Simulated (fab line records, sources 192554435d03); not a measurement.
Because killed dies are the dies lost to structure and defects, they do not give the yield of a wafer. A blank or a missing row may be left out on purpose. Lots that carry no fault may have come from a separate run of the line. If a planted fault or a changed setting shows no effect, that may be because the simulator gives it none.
Split-lot study :: flow n5Finfet :: 7 lots, 21 wafers read, on a route of 1938 steps

## THE SPLIT ITSELF
At N5_MOL_CONTACT_COAG_EXPOSE_81 (exposes mask VG, defocus 0 nm), the setting doseMj was moved away from the recipe's 59.5 on 6 of the 21 wafers read, by -3.6% to +5.3%. For the rest of the wafers, this setting stayed at what the recipe calls for.

## FROM THE SPLIT TO THE READING: what the file shows between them, 2 steps
- N5_MOL_CONTACT_COAG_PEB_82: peb time 60 s
- N5_MOL_CONTACT_COAG_DEVELOP_83: develop time 30 s

## THE READING
cdNm (nm) at N5_MOL_CONTACT_COAG_CD_MEAS_84, where the cd target is 25.1 nm. Fault-free wafers of this fab line usually give 25.04 nm, standard deviation 0.23 nm.

wafer: L080.1
tool, chamber at the split: euvScanner-02, 0
doseMj as run: 59.5
against the recipe: recipe
cdNm, nm: 24.58
against lot-mates on the recipe: -

wafer: L080.2
tool, chamber at the split: euvScanner-02, 0
doseMj as run: 62.66
against the recipe: +5.3%
cdNm, nm: 26.53
against lot-mates on the recipe: +1.95

wafer: L080.5
tool, chamber at the split: euvScanner-02, 0
doseMj as run: 62.66
against the recipe: +5.3%
cdNm, nm: 25.81
against lot-mates on the recipe: +1.23

wafer: L081.1
tool, chamber at the split: euvScanner-02, 0
doseMj as run: 59.5
against the recipe: recipe
cdNm, nm: 25.32
against lot-mates on the recipe: -

wafer: L081.3
tool, chamber at the split: euvScanner-02, 0
doseMj as run: 59.5
against the recipe: recipe
cdNm, nm: 24.95
against lot-mates on the recipe: -

wafer: L081.4
tool, chamber at the split: euvScanner-02, 0
doseMj as run: 59.5
against the recipe: recipe
cdNm, nm: 24.77
against lot-mates on the recipe: -

wafer: L090.1
tool, chamber at the split: euvScanner-02, 0
doseMj as run: 59.5
against the recipe: recipe
cdNm, nm: 25.32
against lot-mates on the recipe: -

wafer: L090.5
tool, chamber at the split: euvScanner-02, 0
doseMj as run: 57.35
against the recipe: -3.6%
cdNm, nm: 23.99
against lot-mates on the recipe: -1.33

wafer: L090.6
tool, chamber at the split: euvScanner-02, 0
doseMj as run: 57.35
against the recipe: -3.6%
cdNm, nm: 24.29
against lot-mates on the recipe: -1.03

wafer: L091.2
tool, chamber at the split: euvScanner-02, 0
doseMj as run: 59.5
against the recipe: recipe
cdNm, nm: 24.89
against lot-mates on the recipe: -

wafer: L091.5
tool, chamber at the split: euvScanner-02, 0
doseMj as run: 59.5
against the recipe: recipe
cdNm, nm: 25.20
against lot-mates on the recipe: -

wafer: L091.6
tool, chamber at the split: euvScanner-02, 0
doseMj as run: 59.5
against the recipe: recipe
cdNm, nm: 25.55
against lot-mates on the recipe: -

wafer: L093.2
tool, chamber at the split: euvScanner-02, 0
doseMj as run: 59.5
against the recipe: recipe
cdNm, nm: 25.04
against lot-mates on the recipe: -

wafer: L093.5
tool, chamber at the split: euvScanner-02, 0
doseMj as run: 59.5
against the recipe: recipe
cdNm, nm: 25.15
against lot-mates on the recipe: -

wafer: L093.6
tool, chamber at the split: euvScanner-02, 0
doseMj as run: 59.5
against the recipe: recipe
cdNm, nm: 25.33
against lot-mates on the recipe: -

wafer: L096.1
tool, chamber at the split: euvScanner-01, 0
doseMj as run: 59.5
against the recipe: recipe
cdNm, nm: 25.25
against lot-mates on the recipe: -

wafer: L096.2
tool, chamber at the split: euvScanner-01, 0
doseMj as run: 59.5
against the recipe: recipe
cdNm, nm: 25.11
against lot-mates on the recipe: -

wafer: L096.3
tool, chamber at the split: euvScanner-01, 0
doseMj as run: 59.5
against the recipe: recipe
cdNm, nm: 24.99
against lot-mates on the recipe: -

wafer: L097.2
tool, chamber at the split: euvScanner-02, 0
doseMj as run: 61.32
against the recipe: +3.1%
cdNm, nm: 25.59
against lot-mates on the recipe: +0.77

wafer: L097.4
tool, chamber at the split: euvScanner-02, 0
doseMj as run: 61.32
against the recipe: +3.1%
cdNm, nm: 25.72
against lot-mates on the recipe: +0.90

wafer: L097.6
tool, chamber at the split: euvScanner-02, 0
doseMj as run: 59.5
against the recipe: recipe
cdNm, nm: 24.82
against lot-mates on the recipe: -

THE FIT
A straight line over all 21 wafers: cdNm changes by +0.219 nm for each +1% of doseMj; r = +0.88; the points scatter about the line by 0.26 nm.
The same after taking each lot's own level away (the mean of its wafers on the recipe; 21 wafers): +0.303 nm for each +1%; r = +0.96; scatter 0.2 nm.
On that fit, the largest move of doseMj shifts the reading by 1.6 nm.
The span of the lots' own levels, 24.580 to 25.320 nm, comes to 3.2 times the standard deviation stated above.
So the slope is not independent of the lot-to-lot level: the two fits are not the same.
Check: for one of the wafers moved furthest among these (+5.3%), held out of the fit, the line's prediction against its lot-mates is +1.44 nm. It came out at +1.95 nm against them.

## ADDITIONAL SPLITS CARRIED BY THESE WAFERS
Other splits were also applied to these wafers ahead of the reading. Each is held against what the fit with the lots' levels taken away leaves over:
other split on the same wafers: N5_HKMG_FIN_ETCH_32 biasW
wafers away from the commonest value: 8
r with cdNm (lot level and that fit taken away): -0.04

other split on the same wafers: N5_GATE_CUT_ETCH_37 biasW
wafers away from the commonest value: 9
r with cdNm (lot level and that fit taken away): -0.05

## FILE'S OWN FIT
cdNm changes by +0.301 nm for each +1% of doseMj, r = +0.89.
